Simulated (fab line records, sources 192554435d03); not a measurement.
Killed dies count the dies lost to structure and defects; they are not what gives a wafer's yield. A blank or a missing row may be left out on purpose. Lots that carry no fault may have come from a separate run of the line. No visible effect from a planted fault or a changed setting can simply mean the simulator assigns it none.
Which tool is to blame? | flow n5Finfet | 29 wafers from 10 lots sampled at 3 of the route's 1938 steps

## WHAT THE GAUGES READ, wafer by wafer
N5_MOL_CONTACT_COAG_INSPECT_97: inspects for defects (darkfield).
lot  | measured     | on               | rawDefectCount
L759 | day 5 10:08  | defectInspect-01 | 37 46 30
L760 | day 5 23:44  | defectInspect-01 | 50 59 48
L761 | day 6 11:18  | defectInspect-01 | 57 29 53
L765 | day 7 09:34  | defectInspect-02 | 39 33 35
L767 | day 7 13:44  | defectInspect-01 | 70 47 59
L768 | day 7 20:37  | defectInspect-01 | 48 88
L777 | day 10 00:18 | defectInspect-02 | 47 55 59
L780 | day 10 13:49 | defectInspect-02 | 49 33 33
L781 | day 11 00:23 | defectInspect-01 | 27 28 28
L782 | day 11 06:12 | defectInspect-01 | 44 51 59

## WHICH TOOL RAN EACH LOT (tool, then ch and the chambers of the sampled wafers, then the start)
lot  | N5_MOL_CONTACT_COAG_ETCHBACK_136  | N5_MOL_CONTACT_COAG_CMP_52
L759 | rieDiel-02 ch 0,1,3, day 5 05:56  | cmp-02 ch 2,3, day 5 06:46
L760 | rieDiel-06 ch 0,2,3, day 5 19:33  | cmp-04 ch 1,2,3, day 5 20:25
L761 | rieDiel-06 ch 0,3, day 5 20:20    | cmp-02 ch 0,3, day 5 21:10
L765 | rieDiel-02 ch 1,2,3, day 7 05:21  | cmp-01 ch 0,2,3, day 7 06:16
L767 | rieDiel-06 ch 0,1,3, day 7 09:29  | cmp-02 ch 0,3, day 7 10:20
L768 | rieDiel-04 ch 1,3, day 7 16:25    | cmp-04 ch 0,1, day 7 17:20
L777 | rieDiel-06 ch 0,1,3, day 9 20:06  | cmp-02 ch 0,1,2, day 9 20:56
L780 | rieDiel-04 ch 0,1,3, day 10 09:37 | cmp-04 ch 0,3, day 10 10:27
L781 | rieDiel-04 ch 1,2,3, day 10 20:11 | cmp-04 ch 2,3, day 10 21:01
L782 | rieDiel-04 ch 1,3, day 11 01:58   | cmp-02 ch 1,3, day 11 02:51
- N5_MOL_CONTACT_COAG_ETCHBACK_136: etches SiO2 in CHF3, target depth 25 nm, time 16.7 s.
- N5_MOL_CONTACT_COAG_CMP_52: polishes, stops on SiO2, t overpolish 1.5 s, target thk 66.5 nm.

## THE ANSWER, worked out from the rows above alone
Rule: the lots themselves supply what counts as usual. Put in order of their means at a reading, lots are off if they are a third of the lots or fewer, leave a main group of 4 or more, and stand apart from it by a gap of 3 or more times the standard deviation of the main group's means; of several such gaps the widest counts. A main group is skipped when, at the precision printed for the reading in the tables above, its means are all equal. Also off: a lot with no number at a reading for which 4 or more lots have one. All remaining lots with rows at the step are treated as sound.
Nothing can be told from this: no lot is off at any reading shown.

## WHAT WAS PUT IN BY THE SIMULATOR
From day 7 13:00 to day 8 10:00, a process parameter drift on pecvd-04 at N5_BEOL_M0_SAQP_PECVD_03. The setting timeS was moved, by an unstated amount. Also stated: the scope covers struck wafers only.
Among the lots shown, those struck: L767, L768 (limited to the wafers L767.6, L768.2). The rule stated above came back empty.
